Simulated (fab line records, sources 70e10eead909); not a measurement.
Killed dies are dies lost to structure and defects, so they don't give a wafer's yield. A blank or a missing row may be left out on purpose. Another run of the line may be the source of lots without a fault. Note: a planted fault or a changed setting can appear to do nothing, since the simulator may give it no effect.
Matching of chambers / flow nand_harc / NHARC_P_M0_ETCH_34 on rie_diel-12: 4 sister chambers
The step etches the open film in N2/H2, target depth 40 nm, overetch 12 nm, time 43.94 s. 8 wafers are shown with their chamber, then 8 later ones without.

== WAFERS, EACH WITH ITS CHAMBER ==
wafer=L079.6; chamber=0; showerhead_plenum_p_Torr (Torr)=1.91; drypump_motor_current_A (A)=5.35
wafer=L083.3; chamber=0; showerhead_plenum_p_Torr (Torr)=1.91; drypump_motor_current_A (A)=5.40
wafer=L083.5; chamber=2; showerhead_plenum_p_Torr (Torr)=2.14; drypump_motor_current_A (A)=5.90
wafer=L086.3; chamber=3; showerhead_plenum_p_Torr (Torr)=1.99; drypump_motor_current_A (A)=5.84
wafer=L091.2; chamber=2; showerhead_plenum_p_Torr (Torr)=2.13; drypump_motor_current_A (A)=5.88
wafer=L091.3; chamber=1; showerhead_plenum_p_Torr (Torr)=2.14; drypump_motor_current_A (A)=5.32
wafer=L091.6; chamber=1; showerhead_plenum_p_Torr (Torr)=2.14; drypump_motor_current_A (A)=5.35
wafer=L092.4; chamber=3; showerhead_plenum_p_Torr (Torr)=1.99; drypump_motor_current_A (A)=5.85

== WAFERS WITH NO CHAMBER GIVEN ==
wafer=L092.5; showerhead_plenum_p_Torr (Torr)=2.13; drypump_motor_current_A (A)=5.90
wafer=L092.6; showerhead_plenum_p_Torr (Torr)=1.91; drypump_motor_current_A (A)=5.39
wafer=L094.1; showerhead_plenum_p_Torr (Torr)=2.13; drypump_motor_current_A (A)=5.89
wafer=L094.2; showerhead_plenum_p_Torr (Torr)=1.99; drypump_motor_current_A (A)=5.83
wafer=L094.4; showerhead_plenum_p_Torr (Torr)=1.99; drypump_motor_current_A (A)=5.84
wafer=L097.2; showerhead_plenum_p_Torr (Torr)=1.90; drypump_motor_current_A (A)=5.34
wafer=L097.4; showerhead_plenum_p_Torr (Torr)=2.13; drypump_motor_current_A (A)=5.88
wafer=L097.5; showerhead_plenum_p_Torr (Torr)=1.90; drypump_motor_current_A (A)=5.38

== THE CHAMBER EACH PASSED THROUGH ==
wafer=L092.5; from the rows above=2; in truth=2
wafer=L092.6; from the rows above=0; in truth=0
wafer=L094.1; from the rows above=2; in truth=2
wafer=L094.2; from the rows above=3; in truth=3
wafer=L094.4; from the rows above=3; in truth=3
wafer=L097.2; from the rows above=0; in truth=0
wafer=L097.4; from the rows above=2; in truth=2
wafer=L097.5; from the rows above=0; in truth=0
8 of 8 placed correctly. From these rows, 0 cannot be placed. 0 placed wrongly.
How it was worked out, from the rows above alone: a wafer's distance from a chamber is the root of the sum, over the readings, of the square of ((its reading less the chamber's mean) divided by the reading's scatter). If the next closest chamber is less than 2 further off than the closest, the wafer can't be placed; otherwise it belongs to the closest. Each chamber's mean is taken over the wafers shown for it. The scatter is the square root of a quotient: the sum, over the shown wafers, of each reading's squared deviation from its chamber's mean, divided by wafers minus chambers.
